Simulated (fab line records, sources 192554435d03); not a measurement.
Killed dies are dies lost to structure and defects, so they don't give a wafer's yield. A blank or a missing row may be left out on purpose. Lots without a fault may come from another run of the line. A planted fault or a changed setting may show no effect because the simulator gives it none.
A struck lot beside a sound one | flow n5_finfet | 35 steps out of a route of 1938
Sound: wafers L187.1, L187.3, L187.5. Struck: wafer L184.2. (L184.3, L184.4 of the same lot were not struck and are left out.) The cause comes at the end.
At each step with rows: each side's tool, then ch and its chambers, then its first start. Under that, the readings that differ: sound wafers | struck wafers | difference of the means | sigmas: that difference in standard deviations of wafers without a fault.
alike: readings whose means differ by less than 2 such deviations, and words and numbers that are the same on both sides. not compared: withheld readings, readings that some wafer has no value for, bounds like >300 that may hide the same value, and numbers for which the record gives no deviation and whose values overlap.
The two part at a step that has a row with sigmas, a row that says differs or no value, or rows on one side only. Numbers that don't overlap but have no deviation are shown without sigmas and don't part them. A reading that every wafer of one side lacks parts them only if that side has two wafers or more.

first, 12 steps without rows for these wafers: N5_SD_EPI_P_ETCH_37 (etches SOC in N2/H2, overetch 108 nm, time 486 s); N5_SD_EPI_P_STRIP_38 (strips in N2/H2); N5_SD_EPI_P_ETCHBACK_46 (etches SiNx in CH3F/O2, stops on SiO2, target depth 17.5 nm); N5_SD_EPI_P_ETCH_47 (etches SiOCN in CH3F/O2, target depth 25 nm); N5_SD_EPI_P_ETCH_16 (etches SiO2 in CHF3/O2, target depth 5 nm); N5_SD_EPI_P_STRIP_50 (strips in CHF3/O2); N5_SD_EPI_P_SD_RECESS_17 (chemistry HBr/Cl2/O2, target depth 39.1 nm, bt time 3 s); N5_SD_EPI_P_WET_ETCH_45 (etches SiO2 in dHF, time 10.7 s, target depth 2 nm, rinse time 30 s); N5_SD_EPI_P_STRIP_40 (strips in N2/H2); N5_SD_EPI_P_PRECLEAN_52 (cleans in O3/DIW, time 60 s); N5_SD_EPI_P_SRD_20 (time 30 s); N5_SD_EPI_P_PRECLEAN_51 (cleans in NF3:NH3, afs cycles 1, time 20 s, sublimation time 60 s).
N5_SD_EPI_P_VAPOR_ETCH_44: etches SiGe30 in NF3/Ar, time 3.3 s.
  sound on epi_rpcvd-02 ch 0, day 8 04:46; struck on epi_rpcvd-04 ch 0, day 7 08:25
then, 20 steps without rows for these wafers: N5_SD_EPI_P_EPI_21 (deposits SiGe:B, time 355 s); N5_SD_EPI_P_HM_STRIP_48 (strips SiNx in H3PO4, material SiNx, target depth 3 nm); N5_SD_EPI_P_SRD_49 (time 30 s); N5_SD_EPI_P_PRECLEAN_24 (cleans in O3/DIW, time 45 s); N5_SD_EPI_P_PRECLEAN_32 (cleans in dHF, time 10 s); N5_SD_EPI_P_PRECLEAN_33 (cleans in SC2, time 45 s); N5_SD_EPI_P_SRD_25 (time 30 s); N5_SD_ACTIVATION_RTA_00 (time 0 s); N5_SD_ACTIVATION_LSA_01 (time 0.0008 s); N5_ILD0_LINER_00 (material SiNx, target thk 4 nm, pulse time 1 s, purge time 2 s); N5_ILD0_FCVD_FILL_01 (material SiO2 flowable, target thk 200 nm, time 328.3 s); N5_ILD0_CURE_02 (time 1800 s); N5_ILD0_CMP_03 (polishes, stops on SiNx, t overpolish 1.9 s, target thk 197.38 nm); N5_ILD0_CMP_07 (polishes SiO2 flowable, stops on poly-Si, t overpolish 1.18 s, target thk 138.88 nm); N5_ILD0_PRECLEAN_10 (cleans in NF3:NH3, afs cycles 5, time 20 s, sublimation time 60 s); N5_ILD0_ALD_15 (deposits SiNx, target thk 24 nm, pulse time 1 s, ald cycles 480); N5_ILD0_CMP_12 (polishes SiNx, stops on poly-Si, t overpolish 6 s, target thk 17.67 nm); N5_SDB_HM_DEP_00 (deposits SiNx from SiH4/NH3/N2, target thk 40 nm, time 35.3 s); N5_SDB_COAT_03 (time 60 s, resist thk 100 nm); N5_SDB_COAT_04 (time 60 s, resist thk 18 nm).
-- the record jumps here: 4 days lie between the struck wafers' starts before and after (it left off in module SDB and takes up again in module BEOL_M4, whose first step shown is number 1111 of the route) --
N5_BEOL_M4_RC_MEAS_101:
  sound on prober-02 ch 0, day 12 18:47; struck on prober-02 ch 0, day 11 15:44
  reading            | sound               | struck | difference | sigmas
  DIBL_P (mV/V)      | 35.5 34.4 32.1      | 52.7   | +18.7      | +10
  IOFF_P (nA/um)     | 0.20 0.19 0.16      | 1.39   | +1.21      | +40
  IOFF_P_85C (nA/um) | 3.6 3.4 2.9         | 17.6   | +14.3      | +33
  IOFF_P_LIN (nA/um) | 0.097 0.092 0.079   | 0.429  | +0.340     | +31
  ION_P (uA/um)      | 462 459 445         | 542    | +87        | +12
  REXT_P (ohm.um)    | 105.7 103.5 105.5   | 79.2   | -25.7      | -10
  SS_P (mV/dec)      | 72.5 73.0 72.1      | 77.6   | +5.1       | +8
  VT_P (mV)          | -250 -251 -255      | -218   | +34        | +11
  VT_P_LVT (mV)      | -99.8 -101.1 -102.6 | -68.2  | +33.0      | +12
  alike: DIBL_N, IOFF_N, ION_N, SS_N, VT_N
-- the record jumps here: 5 days lie between the struck wafers' starts before and after (it left off in module BEOL_M4 and takes up again in module PASSIVATION, whose first step shown is number 1936 of the route) --
N5_PASSIVATION_PROBE_49:
  sound on prober-02, day 16 20:10; struck on prober-01, day 16 08:00
  reading                | sound          | struck | difference | sigmas
  sort_bin_4_leakage (%) | 0 0 0          | 91.61  | +91.61     | +99 or more
  sort_n_pass            | 1090 1073 1068 | 1      | -1076      | -72
  sort_yield_pct (%)     | 92.4 90.9 90.5 | 0.1    | -91.2      | -70
  alike: defect_limited_yield, killed_at_M0_to_M3, killed_at_M4_up, killed_at_contacts, killed_at_front_end, killed_at_other, killed_dies, killed_open, killed_short, sort_bin_5_function, sort_bin_6_memory

WHERE THEY PART
First at N5_BEOL_M4_RC_MEAS_101; last, within this record, at N5_PASSIVATION_PROBE_49.

WHY: what the simulator had put in
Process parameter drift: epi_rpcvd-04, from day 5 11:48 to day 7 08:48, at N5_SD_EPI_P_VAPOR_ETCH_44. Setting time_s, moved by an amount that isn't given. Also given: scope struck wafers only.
